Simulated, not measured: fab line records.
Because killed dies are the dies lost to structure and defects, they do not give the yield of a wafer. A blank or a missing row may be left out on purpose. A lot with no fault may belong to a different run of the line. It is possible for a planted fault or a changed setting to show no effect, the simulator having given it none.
fab line records	flow n5-finfet
[record] lots = 6	wafers = 18	last-day = 18
route steps=1938 shown BEOL_M2@882 PASSIVATION@1936
lots with no fault: from the same line, run without faults
start-h: the number of hours between the record's first day and the start of the first shown wafer of the lot	wait-h: hours since the lot's step before	" same as the row above	L1.1+2: one row covering several wafers at once	- no value present, or no start provided	* or withheld: withheld	< > ~ a bound
route shown NAME@n: NAME is a module with steps in the file, n the number in the route of the first one	usual: mean/standard deviation taken from wafers without a fault	same: alike in all rows	chamber/n: place in a boat	sites: readings site by site	_std_site: standard deviation across them	_edge_site: the outer-site mean with the inner-site mean subtracted	radius-mm: for every site, how far away it sits from the centre of the wafer	mask NAME#n: copy n	behind: the last tool/chamber to shape the wafer	hold: cause of the lot's hold/its duration in hours/its outcome	device: the transistor (n, p or np) that didn't switch	end of line: tests run on the same wafers once the route is complete	where a step has no rows: the recipe by itself	killed: dies lost to structure and defects at the first sort, not the wafer's yield	map: dies across one wafer; x = killed, . = not, _ = none there
set.NAME: the setting that was run; set.NAME@STEP: the one run at that earlier step	model.NAME: the simulator's own value behind a step, which no gauge read
a table for each step, a row for each wafer; lots at some steps of the route
services: the hour from which a tool's chamber was out of use, counted from the record's first day as start-h (under 0 if before that day), plus the number of hours and why
[[steps]]
[step N5_BEOL_M2_ALD_98]
[recipe] material = SiO2	target-thk-a = 25	temp-c = 100	ald-precursor-family = BDEAS	ald-co-reactant = O2-plasma	pulse-time-s = 1	co-reactant-pulse-time-s = 1	purge-time-s = 2	co-reactant-purge-time-s = 2	ald-cycles = 17	pressure-torr = 2
[step N5_BEOL_M2_ETCHBACK_99]
[recipe] chemistry = CHF3	target = SiO2	target-depth-a = 50	time-s = 10.4	source-w = 215	bias-w = 47	Ar_flow_sccm = 200	CHF3_flow_sccm = 12	ion-energy-ev = 100	pressure-mtorr = 30
[usual] drypump-motor-current-A = 5.5/0.43	oes-product-au = 0.79/0.065	rf-vpp-V = 244/4.4	showerhead-plenum-p-Torr = 2.19/0.078	throttle-valve-pct = 17.08/0.25
lot.wafer	tool	chamber	start-h	wait-h	drypump-motor-current-A	oes-product-au	rf-hours-counter-h	rf-vpp-V	showerhead-plenum-p-Torr	throttle-valve-pct
L161.1	rie-diel-01	1	172.47	4.7	5.7	0.89	24	248	2.29	17.24
L161.3	"	2	"	"	5.2	0.79	82	246	2.16	16.64
L161.6	"	1	"	"	5.7	0.89	-	246	2.29	17.24
L163.1	rie-diel-05	3	176.92	0.9	5.1	0.83	79	247	2.16	17.05
L163.3	"	0	"	"	5.4	0.89	51	239	2.10	17.12
L163.6	"	2	"	"	5.2	0.67	-	244	2.19	17.04
L165.2	rie-diel-02	0	192.28	0.2	4.9	0.77	155	249	2.12	16.86
L165.3	"	1	"	"	5.0	0.79	103	243	2.28	17.12
L165.5	"	3	"	"	5.2	0.77	-	241	2.16	17.17
L169.1	rie-diel-02	2	225.58	8.3	6.3	0.82	67	236	2.29	17.14
L169.2	"	1	"	"	5.0	0.77	112	243	2.28	17.14
L169.5	"	3	"	"	5.2	0.75	-	241	2.16	17.17
L173.1	rie-diel-05	3	237.95	0.3	5.1	0.82	103	246	2.16	17.08
L173.5	"	0	"	"	5.4	0.87	-	236	2.09	17.18
L173.6	"	3	"	"	5.1	0.81	-	246	2.16	17.10
L180.1	rie-diel-02	1	288.13	3.4	4.9	0.75	135	241	2.27	17.19
L180.3	"	3	"	"	5.2	0.74	166	240	2.15	17.21
L180.4	"	0	"	"	4.9	0.74	188	248	2.11	16.92
[step N5_BEOL_M2_ETCH_70]
[recipe] chemistry = N2/H2	target = SOC	target-depth-a = 800	overetch-a = 240	mask-material = SiARC	temp-c = 40	time-s = 130	ion-energy-ev = 200	pressure-mtorr = 30	source-w = 840	bias-w = 150	n2-flow-sccm = 200	h2-flow-sccm = 200
[step N5_BEOL_M2_STRIP_71]
[recipe] chemistry = N2/H2	temp-c = 40	n2-flow-sccm = 200	h2-flow-sccm = 200	rf-frequency-hz = 6e+07
[step N5_BEOL_M2_STRIP_78]
[recipe] chemistry = N2/H2	temp-c = 40	n2-flow-sccm = 200	h2-flow-sccm = 200	rf-frequency-hz = 6e+07
[step N5_BEOL_M2_VIA_ETCH_34]
[recipe] chemistry = C4F6/O2	target-depth-a = 694	mask-material = SOC	pressure-mtorr = 15	ion-energy-ev = 250	taper-deg = 4	time-s = 65.9	source-w = 350	bias-w = 170	Ar_flow_sccm = 300	C4F6_flow_sccm = 10	O2_flow_sccm = 10
[usual] drypump-motor-current-A = 5.5/0.43	oes-product-au = 0.79/0.065	rf-vpp-V = 674/12	showerhead-plenum-p-Torr = 2.89/0.099	throttle-valve-pct = 30.8/0.33
lot.wafer	tool	chamber	start-h	wait-h	drypump-motor-current-A	oes-product-au	rf-hours-counter-h	rf-vpp-V	showerhead-plenum-p-Torr	throttle-valve-pct
L161.1	rie-diel-01	1	172.62	0.0	5.7	0.90	24	687	3.02	31.1
L161.3	"	2	"	"	5.2	0.79	82	678	2.86	30.3
L161.6	"	1	"	"	5.7	0.89	-	685	3.02	31.1
L163.1	rie-diel-05	3	177.06	0.0	5.1	0.84	79	681	2.86	30.8
L163.3	"	0	"	"	5.4	0.88	51	655	2.78	31.1
L163.6	"	2	"	"	5.1	0.67	-	670	2.90	30.5
L165.2	rie-diel-02	0	192.42	0.0	4.9	0.76	155	690	2.81	30.5
L165.3	"	1	"	"	5.0	0.78	103	669	3.01	31.1
L165.5	"	3	"	"	5.2	0.76	-	666	2.85	30.7
L169.1	rie-diel-02	2	225.72	0.0	6.3	0.83	67	656	3.02	31.0
L169.2	"	1	"	"	5.0	0.77	112	668	3.00	31.1
L169.5	"	3	"	"	5.2	0.75	-	665	2.85	30.7
L173.1	rie-diel-05	3	238.09	0.0	5.1	0.81	103	682	2.85	30.8
L173.5	"	0	"	"	5.4	0.86	-	655	2.77	31.1
L173.6	"	3	"	"	5.1	0.82	-	682	2.85	30.8
L180.1	rie-diel-02	1	288.27	0.0	5.0	0.75	135	668	2.99	31.1
L180.3	"	3	"	"	5.2	0.74	166	665	2.84	30.7
L180.4	"	0	"	"	4.9	0.74	188	687	2.80	30.6
[step N5_BEOL_M2_STRIP_83]
[recipe] chemistry = C4F6/O2	resist = SiARC	rf-frequency-hz = 6e+07
[step N5_BEOL_M2_STRIP_36]
[recipe] chemistry = N2/H2	power-w = 450	temp-c = 40	pressure-mtorr = 20	rf-frequency-hz = 6e+07	overash-fraction = 0.3	bias-power-w = 7	h2-frac = 0.5	n2-flow-sccm = 200	h2-flow-sccm = 200
[step N5_BEOL_M2_TRENCH_ETCH_37]
[recipe] chemistry = C4F6/O2	target-depth-a = 555.55	target = SiOC	time-s = 29.2	ion-energy-ev = 250	pressure-mtorr = 30	source-w = 355	bias-w = 185	Ar_flow_sccm = 300	C4F6_flow_sccm = 10	O2_flow_sccm = 10
[step N5_BEOL_M2_ETCH_41]
[recipe] chemistry = CH3F/O2	target = SiCN	target-depth-a = 299	taper-deg = 2	time-s = 52.5	ion-energy-ev = 120	mask-material = TiN	pressure-mtorr = 30	source-w = 395	bias-w = 75	Ar_flow_sccm = 150	CH3F_flow_sccm = 30	O2_flow_sccm = 20
[step N5_BEOL_M2_STRIP_97]
[recipe] chemistry = N2/H2	time-s = 10	power-w = 450	temp-c = 40	pressure-mtorr = 20	rf-frequency-hz = 6e+07	bias-power-w = 7	n2-flow-sccm = 200	h2-flow-sccm = 200
[step N5_BEOL_M2_OCD_MEAS_38]
[usual] trench-depth-nm = 55.0/1.5
lot.wafer	tool	chamber	start-h	wait-h	trench-depth-nm
L161.1	ocd-02	-	172.87	-	55.0
L161.3	"	-	"	"	52.7
L161.6	"	-	"	"	55.1
L163.1	ocd-01	-	177.32	-	56.4
L163.3	"	-	"	"	57.4
L163.6	"	-	"	"	53.3
L165.2	ocd-01	-	192.68	-	55.8
L165.3	"	-	"	"	53.2
L165.5	"	-	"	"	56.8
L169.1	ocd-01	-	225.98	-	55.3
L169.2	"	-	"	"	53.3
L169.5	"	-	"	"	56.1
L173.1	ocd-01	-	238.34	-	56.5
L173.5	"	-	"	"	58.1
L173.6	"	-	"	"	55.9
L180.1	ocd-01	-	288.52	-	52.7
L180.3	"	-	"	"	57.1
L180.4	"	-	"	"	55.9
[step N5_BEOL_M2_HM_STRIP_39]
[recipe] chemistry = peroxide-tin-strip	material = TiN	target-depth-a = 250	temp-c = 50	time-s = 158
lot.wafer	tool	chamber	start-h	wait-h
L161.1+3+6	wet-bench-04	3,1,4	172.90	0.0
L163.1+3+6	wet-bench-04	0,7,6	177.36	0.0
L165.2+3+5	wet-bench-04	6,7,5	192.71	0.0
L169.1+2+5	wet-bench-01	5,4,1	226.01	0.0
L173.1+5+6	wet-bench-01	0,4,5	238.38	0.0
L180.1+3+4	wet-bench-01	0,1,5	288.55	0.0
[step N5_BEOL_M2_SRD_40]
[recipe] time-s = 30	temp-c = 23	rinse-liquid = diw	dry = ipa-marangoni
[step N5_BEOL_M2_PRECLEAN_42]
[recipe] chemistry = residue-remover	time-s = 60	temp-c = 40
[step N5_BEOL_M2_SRD_43]
[recipe] time-s = 30	temp-c = 23	rinse-liquid = diw	dry = ipa-marangoni
[step N5_BEOL_M2_CD_MEAS_35]
[recipe] target-cd-nm = 18	target-cd-y-nm = 22.2	polarity = opening
[usual] cd-nm = 17.9/0.44
lot.wafer	tool	chamber	start-h	wait-h	cd-nm
L161.1	cd-sem-01	-	173.02	0.0	18.1
L161.3	"	-	"	"	18.2
L161.6	"	-	"	"	18.6
L163.1	cd-sem-03	-	177.48	0.0	17.9
L163.3	"	-	"	"	17.9
L163.6	"	-	"	"	18.8
L165.2	cd-sem-02	-	192.83	0.0	18.5
L165.3	"	-	"	"	17.9
L165.5	"	-	"	"	18.6
L169.1	cd-sem-02	-	226.13	0.0	17.3
L169.2	"	-	"	"	17.5
L169.5	"	-	"	"	17.3
L173.1	cd-sem-02	-	238.50	0.0	18.2
L173.5	"	-	"	"	17.7
L173.6	"	-	"	"	17.6
L180.1	cd-sem-02	-	288.67	0.0	18.3
L180.3	"	-	"	"	18.5
L180.4	"	-	"	"	17.7
[step N5_BEOL_M2_DEGAS_44]
[recipe] ambient = vacuum	temp-c = 250	time-s = 60
[step N5_BEOL_M2_PRE_CLEAN_45]
[recipe] gas = H2/He	time-s = 30	temp-c = 250
[step N5_BEOL_M2_ALD_84]
[recipe] material = TaN	target-thk-a = *	temp-c = 275	ald-precursor-family = PDMAT	ald-co-reactant = NH3	pressure-torr = 3	carrier-flow-sccm = 1500	pulse-time-s = 2	purge-time-s = 3	co-reactant-purge-time-s = 2	co-reactant-pulse-time-s = 3	ald-cycles = 30	precursor-vessel-temp-c = 75	precursor-vessel-pressure-torr = 26.25	precursor-vessel-carrier-sccm = 1000
[usual] heater-power-w = 427/54
[same] pulse-time-s = 2	purge-time-s = 3
lot.wafer	tool	chamber	start-h	wait-h	heater-power-w
L161.1	ald-metal-01	1	173.71	0.0	457
L161.3	"	0	"	"	401
L161.6	"	3	"	"	386
L163.1	ald-metal-01	0	177.74	0.1	402
L163.3	"	3	"	"	388
L163.6	"	0	"	"	402
L165.2	ald-metal-01	3	193.56	0.1	390
L165.3	"	1	"	"	462
L165.5	"	2	"	"	480
L169.1	ald-metal-01	3	226.54	0.0	391
L169.2	"	2	"	"	488
L169.5	"	2	"	"	488
L173.1	ald-metal-01	0	238.92	0.1	402
L173.5	"	2	"	"	485
L173.6	"	3	"	"	390
L180.1	ald-metal-01	0	289.12	0.1	406
L180.3	"	2	"	"	488
L180.4	"	1	"	"	444
[step N5_BEOL_M2_SURFACE_TREAT_85]
[recipe] gas = Ar	time-s = *	ion-energy-ev = *	ion-current-ma-cm2 = 0.5	pressure-mtorr = *	ar-flow-sccm = 30
[step N5_BEOL_M2_CVD_47]
[recipe] material = Co	target-thk-a = 30	temp-c = withheld	precursor = CCTBA/H2	pressure-torr = 30	time-s = 223.8
[step N5_BEOL_M2_SPUTTER_48]
[recipe] material = Cu	target-thk-a = 45	temp-c = -20	chamber-pressure-pa = 0.07	power-w = withheld	time-s = 8.29
[step N5_BEOL_M2_ANNEAL_49]
[recipe] temp-c = 400	time-s = 240	ambient = vacuum
[step N5_BEOL_M2_SPUTTER_79]
[recipe] material = Cu	target-thk-a = 45	temp-c = -20	chamber-pressure-pa = 0.07	power-w = withheld	time-s = 8.29
[step N5_BEOL_M2_ANNEAL_80]
[recipe] temp-c = 400	time-s = 240	ambient = vacuum
[step N5_BEOL_M2_SPUTTER_81]
[recipe] material = Cu	target-thk-a = 45	temp-c = -20	chamber-pressure-pa = 0.07	power-w = withheld	time-s = 8.29
[step N5_BEOL_M2_ANNEAL_82]
[recipe] temp-c = 400	time-s = 240	ambient = vacuum
[step N5_BEOL_M2_SPUTTER_86]
[recipe] material = Cu	target-thk-a = 45	temp-c = -20	chamber-pressure-pa = 0.07	power-w = withheld	time-s = 8.29
[step N5_BEOL_M2_ANNEAL_87]
[recipe] temp-c = 400	time-s = 240	ambient = vacuum
[step N5_BEOL_M2_SPUTTER_88]
[recipe] material = Cu	target-thk-a = 45	temp-c = -20	chamber-pressure-pa = 0.07	power-w = withheld	time-s = 8.29
[step N5_BEOL_M2_ANNEAL_89]
[recipe] temp-c = 400	time-s = 240	ambient = vacuum
[step N5_BEOL_M2_SPUTTER_90]
[recipe] material = Cu	target-thk-a = 45	temp-c = -20	chamber-pressure-pa = 0.07	power-w = withheld	time-s = 8.29
[step N5_BEOL_M2_ANNEAL_91]
[recipe] temp-c = 400	time-s = 240	ambient = vacuum
[step N5_BEOL_M2_SPUTTER_92]
[recipe] material = Cu	target-thk-a = 45	temp-c = -20	chamber-pressure-pa = 0.07	power-w = withheld	time-s = 8.29
[usual] throttle-valve-pct = 29.8/0.84
lot.wafer	tool	chamber	start-h	wait-h	throttle-valve-pct
L161.1	pvd-sputter-02	-	175.48	0.1	30.5
L161.3	"	-	"	"	30.8
L161.6	"	-	"	"	31.1
L163.1	pvd-sputter-03	-	186.03	0.1	29.7
L163.3	"	-	"	"	29.4
L163.6	"	-	"	"	29.8
L165.2	pvd-sputter-02	-	195.58	0.1	30.9
L165.3	"	-	"	"	29.1
L165.5	"	-	"	"	29.0
L169.1	pvd-sputter-03	-	228.38	0.1	29.1
L169.2	"	-	"	"	30.7
L169.5	"	-	"	"	30.0
L173.1	pvd-sputter-02	-	241.15	0.1	30.9
L173.5	"	-	"	"	30.9
L173.6	"	-	"	"	29.0
L180.1	pvd-sputter-02	-	291.15	0.1	27.9
L180.3	"	-	"	"	31.0
L180.4	"	-	"	"	30.6
[step N5_BEOL_M2_ANNEAL_93]
[recipe] temp-c = 400	time-s = 240	ambient = vacuum
[step N5_BEOL_M2_SPUTTER_94]
[recipe] material = Cu	target-thk-a = 45	temp-c = -20	chamber-pressure-pa = 0.07	power-w = withheld	time-s = 8.29
[usual] throttle-valve-pct = 29.7/0.85
lot.wafer	tool	chamber	start-h	wait-h	throttle-valve-pct
L161.1	pvd-sputter-02	-	175.70	0.1	30.8
L161.3	"	-	"	"	30.9
L161.6	"	-	"	"	30.6
L163.1	pvd-sputter-03	-	186.25	0.1	29.6
L163.3	"	-	"	"	29.5
L163.6	"	-	"	"	30.4
L165.2	pvd-sputter-02	-	195.80	0.1	30.8
L165.3	"	-	"	"	29.1
L165.5	"	-	"	"	29.0
L169.1	pvd-sputter-03	-	228.60	0.1	29.4
L169.2	"	-	"	"	30.9
L169.5	"	-	"	"	29.4
L173.1	pvd-sputter-02	-	241.37	0.1	30.6
L173.5	"	-	"	"	31.0
L173.6	"	-	"	"	29.1
L180.1	pvd-sputter-02	-	291.37	0.1	28.0
L180.3	"	-	"	"	31.3
L180.4	"	-	"	"	30.8
[step N5_BEOL_M2_ANNEAL_95]
[recipe] temp-c = 400	time-s = 240	ambient = vacuum
[step N5_BEOL_M2_SPUTTER_96]
[recipe] material = Cu	target-thk-a = 45	temp-c = -20	chamber-pressure-pa = 0.07	power-w = withheld	time-s = 8.29
[step N5_BEOL_M2_ECD_50]
[recipe] material = Cu	target-thk-a = 3000
[step N5_BEOL_M2_ANNEAL_51]
[recipe] temp-c = 225	time-s = 90	ambient = N2
[step N5_BEOL_M2_CMP_52]
[recipe] stop-on = SiOC	t-overpolish-s = 6.8	down-force-psi = 1	platen-rpm = 50	clearing-platen-down-force-psi = 1.5	clearing-platen-rpm = 50	post-cmp-clean = cu-alkaline	target-thk-nm = 40	clearing-platen-pad-velocity-m-s = 0.99484	pad-velocity-m-s = 0.99484
[step N5_PASSIVATION_PROBE_49]
[usual] defect-limited-yield = 90.9/1.6	killed_at_M0_to_M3 = 34/10	killed_at_M4_up = 13/5.4	killed-at-contacts = 13/6	killed-at-front-end = 42/13	killed-at-other = 4/3.2	killed-dies = 107/18	killed-on-rim = 14/4.2	killed-open = 69/14	killed-short = 35/7.7	sort_bin_4_leakage = 0.02/0.17	sort_bin_5_function = 5.3/1	sort_bin_6_memory = 3.3/0.75	sort-n-pass = 1073/19	sort-yield-pct = 90.9/1.6
[same] gross-dies = 1180	killed-at-back-side = 0	sort_bin_8_speed[%] = 0
lot.wafer	tool	chamber	start-h	wait-h	defect-limited-yield[%]	killed_at_M0_to_M3	killed_at_M4_up	killed-at-contacts	killed-at-front-end	killed-at-other	killed-dies	killed-on-rim	killed-open	killed-short	sort_bin_4_leakage[%]	sort_bin_5_function[%]	sort_bin_6_memory[%]	sort-n-pass	sort-yield-pct[%]
L161.1	prober-02	-	294.46	0.0	90.8	27	9	9	63	1	109	14	64	36	0.08	5.7	3.0	1070	90.7
L161.3	prober-02	-	294.56	0.1	93.9	16	6	10	34	6	72	13	47	19	0	3.1	2.9	1108	93.9
L161.6	prober-02	-	294.71	0.3	90.3	20	11	11	68	4	114	8	68	39	0	5.3	4.1	1066	90.3
L163.1	prober-01	-	304.87	0.0	77.2	198	11	16	43	1	269	19	75	24	0	13.6	4.7	911	77.2
L163.3	prober-01	-	304.97	0.1	81.7	168	8	8	29	3	216	28	51	25	0	10.2	4.5	964	81.7
L163.6	prober-01	-	305.12	0.3	84.9	117	13	9	37	2	178	24	51	28	0	8.6	3.1	1002	84.9
L165.2	prober-02	-	327.06	0.1	83.1	135	18	17	24	6	200	34	70	36	0.08	9.6	4.0	979	83.0
L165.3	prober-02	-	327.11	0.1	79.7	167	8	25	29	10	239	32	72	20	0	13.2	3.9	941	79.7
L165.5	prober-02	-	327.21	0.2	82.3	153	5	19	32	0	209	25	52	35	0	10.3	3.7	971	82.3
L169.1	prober-01	-	353.28	0.0	89.7	40	16	7	53	5	121	18	63	50	0	6.0	3.6	1059	89.7
L169.2	prober-01	-	353.33	0.1	87.5	44	14	23	63	3	147	20	102	37	0	7.0	5.1	1033	87.5
L169.5	prober-01	-	353.48	0.2	89.4	43	14	13	50	5	125	24	81	39	0	5.6	4.7	1055	89.4
L173.1	prober-02	-	374.66	0.0	89.0	43	12	8	57	10	130	22	82	38	0	7.2	3.7	1050	89.0
L173.5	prober-02	-	374.86	0.2	89.2	45	10	13	58	2	128	12	96	32	0	5.9	4.8	1052	89.2
L173.6	prober-02	-	374.91	0.3	89.4	46	13	10	47	9	125	17	89	33	0	6.8	3.4	1055	89.4
L180.1	prober-02	-	432.47	0.0	90.3	18	17	16	61	3	115	15	60	47	0	6.4	3.1	1065	90.3
L180.3	prober-02	-	432.57	0.1	90.8	29	6	13	54	6	108	17	69	32	0	5.9	3.1	1072	90.8
L180.4	prober-02	-	432.62	0.2	89.3	42	8	8	64	4	126	22	88	35	0	6.1	3.8	1054	89.3
// killed by level:class
L161.1 FIN_SAQP:geometric-particle:open=26 FIN_SAQP:geometric-particle:short=10 MOL_CONTACT_COAG:geometric-particle:open=6 BEOL_M1:geometric-particle:open=6 BEOL_M2:geometric-particle:open=6 BEOL_M3:geometric-particle:open=6 GATE_CUT:geometric-particle:short=5 STI_FIN_REVEAL:geometric-particle:short=4
L161.3 FIN_SAQP:geometric-particle:short=10 FIN_SAQP:geometric-particle:open=9 MOL_CONTACT_COAG:geometric-particle:open=7 BEOL_M1:geometric-particle:open=7 DUMMY_GATE:geometric-particle:open=4 PASSIVATION:area-etch=4 STI_FIN_REVEAL:geometric-particle:open=3 BEOL_M2:geometric-particle:open=3
L161.6 FIN_SAQP:geometric-particle:open=21 FIN_SAQP:geometric-particle:short=14 MOL_CONTACT_COAG:geometric-particle:open=8 BEOL_M1:geometric-particle:open=8 STI_FIN_REVEAL:geometric-particle:open=6 GATE_CUT:geometric-particle:short=6 BEOL_M2:geometric-particle:open=5 FIN_CUT:area-etch=5
L163.1 BEOL_M2:unspecified=157 STI_FIN_REVEAL:geometric-particle:open=11 MOL_CONTACT_COAG:geometric-particle:open=11 BEOL_M2:geometric-particle:open=10 HKMG_FIN:area-etch=10 BEOL_M3:geometric-particle:open=9 BEOL_M0_SAQP:geometric-particle:short=6 BEOL_M1:geometric-particle:open=6
L163.3 BEOL_M2:unspecified=134 BEOL_M3:geometric-particle:open=8 BEOL_M0_SAQP:geometric-particle:short=7 BEOL_M2:geometric-particle:open=7 STI_FIN_REVEAL:geometric-particle:open=6 FIN_SAQP:geometric-particle:open=5 MOL_CONTACT_COAG:geometric-particle:open=5 FIN_CUT:area-etch=5
L163.6 BEOL_M2:unspecified=95 FIN_SAQP:geometric-particle:short=11 STI_FIN_REVEAL:geometric-particle:open=9 FIN_SAQP:geometric-particle:open=7 MOL_CONTACT_COAG:geometric-particle:open=7 BEOL_M2:geometric-particle:open=7 BEOL_M0_SAQP:geometric-particle:short=4 BEOL_M1:geometric-particle:open=4
L165.2 BEOL_M2:unspecified=92 MOL_CONTACT_COAG:geometric-particle:open=13 BEOL_M0_SAQP:geometric-particle:open=10 BEOL_M4:geometric-particle:open=10 FIN_SAQP:geometric-particle:short=9 BEOL_M3:geometric-particle:open=8 BEOL_M1:geometric-particle:open=5 BEOL_M0_SAQP:geometric-particle:short=5
L165.3 BEOL_M2:unspecified=141 MOL_CONTACT_COAG:geometric-particle:open=21 BEOL_M2:geometric-particle:open=16 FIN_SAQP:geometric-particle:open=10 PASSIVATION:area-etch=6 DUMMY_GATE:geometric-particle:open=5 MOL_CONTACT_COAG:geometric-particle:short=4 BEOL_M5:geometric-particle:open=4
L165.5 BEOL_M2:unspecified=120 MOL_CONTACT_COAG:geometric-particle:open=13 BEOL_M0_SAQP:geometric-particle:short=11 FIN_SAQP:geometric-particle:short=9 FIN_SAQP:geometric-particle:open=7 BEOL_M0_SAQP:geometric-particle:open=7 MOL_CONTACT_COAG:geometric-particle:short=6 STI_FIN_REVEAL:geometric-particle:open=5
L169.1 BEOL_M0_SAQP:geometric-particle:short=14 BEOL_M4:geometric-particle:open=9 DUMMY_GATE:geometric-particle:open=8 FIN_SAQP:geometric-particle:short=7 BEOL_M3:geometric-particle:open=7 GATE_CUT:geometric-particle:short=6 BEOL_M0_SAQP:geometric-particle:open=6 FIN_SAQP:geometric-particle:open=5
L169.2 MOL_CONTACT_COAG:geometric-particle:open=19 FIN_SAQP:geometric-particle:open=18 STI_FIN_REVEAL:geometric-particle:open=15 BEOL_M1:geometric-particle:open=10 BEOL_M0_SAQP:geometric-particle:short=10 BEOL_M0_SAQP:geometric-particle:open=7 BEOL_M3:geometric-particle:open=7 BEOL_M4:geometric-particle:open=7
L169.5 FIN_SAQP:geometric-particle:open=11 FIN_SAQP:geometric-particle:short=10 MOL_CONTACT_COAG:geometric-particle:open=10 BEOL_M2:geometric-particle:open=9 BEOL_M3:geometric-particle:open=8 BEOL_M0_SAQP:geometric-particle:open=7 BEOL_M1:geometric-particle:open=6 DUMMY_GATE:geometric-particle:open=5
L173.1 FIN_SAQP:geometric-particle:open=15 STI_FIN_REVEAL:geometric-particle:open=12 BEOL_M3:geometric-particle:open=12 BEOL_M0_SAQP:geometric-particle:short=8 BEOL_M0_SAQP:geometric-particle:open=8 BEOL_M1:geometric-particle:open=8 FIN_CUT:area-etch=8 GATE_CUT:geometric-particle:short=5
L173.5 FIN_SAQP:geometric-particle:open=18 STI_FIN_REVEAL:geometric-particle:open=17 BEOL_M2:geometric-particle:open=15 BEOL_M3:geometric-particle:open=10 MOL_CONTACT_COAG:geometric-particle:open=10 BEOL_M0_SAQP:geometric-particle:short=7 DUMMY_GATE:geometric-particle:open=5 FIN_SAQP:geometric-particle:short=4
L173.6 BEOL_M3:geometric-particle:open=16 STI_FIN_REVEAL:geometric-particle:open=12 BEOL_M0_SAQP:geometric-particle:short=7 BEOL_M0_SAQP:geometric-particle:open=7 BEOL_M2:geometric-particle:open=6 FIN_SAQP:geometric-particle:open=5 DUMMY_GATE:geometric-particle:open=5 SPACER0:geometric-particle:open=5
L180.1 FIN_SAQP:geometric-particle:short=17 FIN_SAQP:geometric-particle:open=14 MOL_CONTACT_COAG:geometric-particle:open=12 BEOL_M4:geometric-particle:open=8 STI_FIN_REVEAL:geometric-particle:open=7 BEOL_M3:geometric-particle:open=5 GATE_CUT:geometric-particle:short=4 MOL_CONTACT_COAG:geometric-particle:short=4
L180.3 STI_FIN_REVEAL:geometric-particle:open=18 FIN_SAQP:geometric-particle:open=14 BEOL_M0_SAQP:geometric-particle:open=9 BEOL_M0_SAQP:geometric-particle:short=8 FIN_SAQP:geometric-particle:short=7 MOL_CONTACT_COAG:geometric-particle:open=7 BEOL_M3:geometric-particle:open=5 BEOL_M4:geometric-particle:open=5
L180.4 STI_FIN_REVEAL:geometric-particle:open=23 BEOL_M0_SAQP:geometric-particle:open=12 BEOL_M3:geometric-particle:open=12 FIN_SAQP:geometric-particle:open=10 FIN_SAQP:geometric-particle:short=8 BEOL_M0_SAQP:geometric-particle:short=8 MOL_CONTACT_COAG:geometric-particle:open=7 STI_FIN_REVEAL:geometric-particle:short=5
// map L163.1 (x killed, . not)
_________________............________________
______________.......x..xx...x.._____________
___________................xx......__________
__________......x..x................_________
________.....x....x.......x..........._______
_______.....x.........x.x..x....xx.....______
______x.............x.........x........._____
_____...........x...........xxxx.........____
____.x..xx...x.........xx.x.xxx.x.x.......___
___.......x............xxxxxxxxxxx....x..x.__
___x............x...x..xxxxxxxxxxx.x......x__
__............x.....x.xxxxxxxxxxxxxxx.xxx..x_
__x........x.........xxxxxxxxxxxxxxx...x...._
_..........x.........xxxxxxxxxxxxxxx....x....
_......x..........xxxxxxxxxxxxxxxxxx.x.x.....
_......x.............xxxxxxxxxxxxxxx....x....
_..............x..x.xxxxxxxxxxxxxx.x.x.x.....
_x..x............xx....xxxxxxxxxxx.x...x.x...
_.......................xxxxxxxxx.x.x........
_..............x....x...xxxxx.x.x............
_.....................xx....xx.x.xx..........
__x..............x.......x........x..x.....x_
__.x............x..........x................_
___x..........x...x....x.........x.........__
___.....x..........x...............x.x....x__
____...x....x............x......x.....x...___
_____..x......x....x.....................____
______..x................x............x._____
_______....x...x......x................______
________...x.........................._______
__________......x.....x............._________
___________x....xxx...............x__________
______________.x.....x........x._____________
_________________............________________
// map L165.3 (x killed, . not)
_________________.....x.x....________________
______________..x..............._____________
___________........xx.............x__________
__________.......x........x........._________
________........x...................x._______
_______.x....x.....................x.x.______
______...x......x...............x...x..x_____
_____..x.........x...x....x.........x....____
____...............x.x..........x.x.......___
___x.....x............x...x................__
___x.................................x.....__
__..x...........x..........x................_
__...............x...................x......_
_............................................
_..........x.................x............x..
_....x........x.............x....x..x..xx.x..
_...........x...x.x...x..x......xx.xx.xx..x..
_.x..............x.........x...xxxxxxxxx..x..
_x............x.x...........x..xxxxxxxxxxxxx.
_......................x.....x...xxxxxxxxxxxx
_......x.....x......x.x.......xx.xxxxxxxxxxxx
__......x....x.xx...........xxxxxxxxxxxxxxxx_
__.........x..................xxxxxxxxxxxxxx_
___.........x.........x......x.xxxxxxxxxxxx__
___..................x.x........xxxxxxxxxxx__
____.....x......x........x....xxxxxxxxxxxx___
_____..x....x...................xxxxxxxxx____
______.........x....x........x....xxxxxx_____
_______.....x.......xx.........x...xxxx______
________..x..................x...x...._______
__________.x............x..........._________
___________..........x...x......x..__________
______________...x.............._____________
_________________............________________
[[services]]
tool	chamber	start-h	hours	kind
rie-diel-02	-	154.74	14.6	pm
rie-diel-05	2	159.38	5.2	repair
rie-diel-02	1	170.92	3.2	repair
rie-diel-05	2	185.33	-	clean
rie-diel-05	2	185.33	-	consumable-replace:focus-ring
rie-diel-05	2	185.33	22.6	scheduled-down
rie-diel-05	2	185.33	22.6	vent-cycle
rie-diel-01	0	194.65	-	clean
rie-diel-01	0	194.65	-	consumable-replace:focus-ring
rie-diel-01	0	194.65	-	consumable-replace:showerhead
rie-diel-01	0	194.65	18.3	scheduled-down
rie-diel-01	0	194.65	18.3	vent-cycle
rie-diel-02	-	201.05	2.8	pm
ald-metal-01	-	201.96	1.6	repair
wet-bench-04	-	229.44	4.0	repair
rie-diel-05	3	264.39	4.8	repair
rie-diel-05	-	272.79	2.8	pm
[[key]]
[first-sign] step = N5_PASSIVATION_PROBE_49	reading = killed_at_M0_to_M3	direction = up	sigmas = 12	usual = 34	struck = 156
[effect] step = N5_PASSIVATION_PROBE_49	reading = defect-limited-yield	direction = down	sigmas = 6	usual = 90.9	struck = 81.5
[more-kills-born-at] N5_BEOL_M2_HM_STRIP_39@wet-bench-04 = 739
met-at N5_BEOL_M2_HM_STRIP_39
struck-wafers L163.1,L163.3,L163.6,L165.2,L165.3,L165.5
[baseline-loss] step = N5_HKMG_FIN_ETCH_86	wafers = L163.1
onset-between 172.90 177.36
[fault] kind = chamber-particle-source	tool = wet-bench-04	chamber = -	onset-h = 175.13	steps = N5_BEOL_M2_HM_STRIP_39	rate-per-visit-cm2 = 1.8418	end-h = 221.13
// baseline-loss: these wafers lose ten dies or more at that step, a loss of the line's own and not of a fault; the sort's usual values leave them out
